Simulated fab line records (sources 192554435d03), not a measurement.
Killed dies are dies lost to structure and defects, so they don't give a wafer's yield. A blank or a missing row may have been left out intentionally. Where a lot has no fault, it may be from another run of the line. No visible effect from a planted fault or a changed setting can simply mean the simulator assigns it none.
2 desks, one fault :: flow n5 finfet :: what lay behind the numbers comes last; until then each desk has only its own

DESK OF THE TOOL OWNER: litho track-03
The tool's own readings at N5_MOL_CONTACT_COAG_COAT_103 (time 60 s, resist thk 80 nm): means of the sampled wafers that have a number, for each lot that ran on this tool. The brackets show how far a lot's mean lies from the usual mean; more than 4 standard deviations puts the lot out of limits, marked OUT.
Columns: A = heater power total W at N5_MOL_CONTACT_COAG_COAT_103, usual 500.4 W; B = plate temp C at N5_MOL_CONTACT_COAG_COAT_103, usual 250.00 C
lot: L636
first seen here: day 5 05:04
A: 501.3
B: 250.06

lot: L643
first seen here: day 6 12:23
A: 472.6 (-15) OUT
B: 238.39 (-68) OUT

lot: L645
first seen here: day 7 02:02
A: 472.0 (-15) OUT
B: 238.36 (-68) OUT

lot: L655
first seen here: day 9 11:42
A: 501.0
B: 249.98

lot: L658
first seen here: day 10 03:13
A: 499.1
B: 249.93
This desk's finding: out of limits on L643, L645; first on L643, day 6 12:23 (heater power total W at N5_MOL_CONTACT_COAG_COAT_103). Within limits: L636, L655, L658.

AT THE METROLOGY DESK
Means of the sampled wafers that have a number, per lot and without regard to the tool the lot ran on: this is what the gauges read. The brackets show how far a lot's mean lies from the usual mean; more than 4 standard deviations puts the lot out of limits, marked OUT. 7 of its 10 readings are shown, namely those furthest out on some lot.
Columns: A = DIBL_N at N5_BEOL_M4_RC_MEAS_101, usual 36.4 mV/V; B = DIBL_P at N5_BEOL_M4_RC_MEAS_101, usual 36.2 mV/V; C = IOFF_P at N5_BEOL_M4_RC_MEAS_101, usual 0.21 nA/um; D = ION_P at N5_BEOL_M4_RC_MEAS_101, usual 459 uA/um; E = SS_P at N5_BEOL_M4_RC_MEAS_101, usual 73.2 mV/dec; F = VT_N at N5_BEOL_M4_RC_MEAS_101, usual 250 mV; G = VT_P at N5_BEOL_M4_RC_MEAS_101, usual -250 mV
lot: L636
first seen here: day 8 20:48
A: 36.3
B: 37.4
C: 0.20
D: 455
E: 73.4
F: 250
G: -252

lot: L638
first seen here: day 9 12:06
A: 36.0
B: 34.5
C: 0.22
D: 463
E: 73.1
F: 251
G: -248

lot: L645
first seen here: day 10 09:16
A: 38.2
B: 37.1
C: 0.26
D: 468
E: 74.0
F: 247
G: -245

lot: L643
first seen here: day 11 03:57
A: 36.0
B: 35.0
C: 0.17
D: 445
E: 73.0
F: 254
G: -258

lot: L646
first seen here: day 11 11:47
A: 37.1
B: 36.2
C: 0.19
D: 455
E: 73.5
F: 251
G: -254

lot: L653
first seen here: day 13 05:35
A: 35.7
B: 35.8
C: 0.20
D: 456
E: 72.9
F: 254
G: -253

lot: L655
first seen here: day 13 05:46
A: 37.5
B: 36.4
C: 0.23
D: 458
E: 73.6
F: 247
G: -249

lot: L657
first seen here: day 13 23:15
A: 37.0
B: 37.2
C: 0.17
D: 450
E: 73.0
F: 253
G: -258

lot: L658
first seen here: day 14 19:29
A: 35.5
B: 37.0
C: 0.22
D: 463
E: 73.2
F: 251
G: -249
Result from this desk: across the 9 lots, nothing is out of limits.

ALL TOGETHER
On L643, L645, at day 6 12:23, an alarm was possible from the tool owner's desk.
Nothing out of limits was seen by the metrology desk.
The metrology desk has L643, L645 on record, within its limits.
Every lot named ran N5_MOL_CONTACT_COAG_COAT_103 on litho track-03.

WHAT THE SIMULATOR PUT IN
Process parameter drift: litho track-03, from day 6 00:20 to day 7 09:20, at N5_MOL_CONTACT_COAG_COAT_103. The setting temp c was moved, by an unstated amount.
Lots struck among those shown: L643, L645.
How many hours passed from the start of the fault until each desk's first out-of-limits reading: the tool owner's desk, 12.
